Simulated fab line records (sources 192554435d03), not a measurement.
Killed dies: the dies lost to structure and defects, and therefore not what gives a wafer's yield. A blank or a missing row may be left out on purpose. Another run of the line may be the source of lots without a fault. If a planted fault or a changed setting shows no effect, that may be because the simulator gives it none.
Matching of chambers ; flow n5-finfet ; N5_MOL_CONTACT_COAG_ETCH_67 on rie-diel-05 has 4 sister chambers
The step etches SOC in N2/H2, target depth 60 nm, overetch 21 nm, time 101.2 s. 4 wafers are shown with their chamber, then 8 later ones without.

== WAFERS WITH THEIR CHAMBER ==
wafer;chamber;showerhead-plenum-p-Torr (Torr)
L084.6;3;2.71
L088.5;1;2.43
L088.6;0;2.57
L089.3;2;2.63

== WAFERS WITH NO CHAMBER GIVEN ==
wafer;showerhead-plenum-p-Torr (Torr)
L089.4;2.71
L089.5;2.71
L092.2;2.63
L092.5;2.71
L092.6;2.63
L095.2;2.57
L095.4;2.42
L095.5;2.63

== THE CHAMBER EACH PASSED THROUGH ==
wafer;from the rows above;in truth
L089.4;3;3
L089.5;3;3
L092.2;2;2
L092.5;3;3
L092.6;2;2
L095.2;0;0
L095.4;1;1
L095.5;2;2
Correct placement for 8 of the 8. Number that these rows cannot place: 0. Number placed wrongly: 0.
How it was worked out, from the rows above alone: a wafer's distance from a chamber is the root of the sum, over the readings, of the square of ((its reading less the chamber's mean) divided by the reading's scatter). The wafer belongs to the nearest chamber; if the next one is less than 2 further off, it can't be placed. A chamber's mean is the mean of its shown wafers. The scatter: with one shown wafer a chamber, the root of the mean of the squares of how far each hidden wafer lies from its nearest shown one.
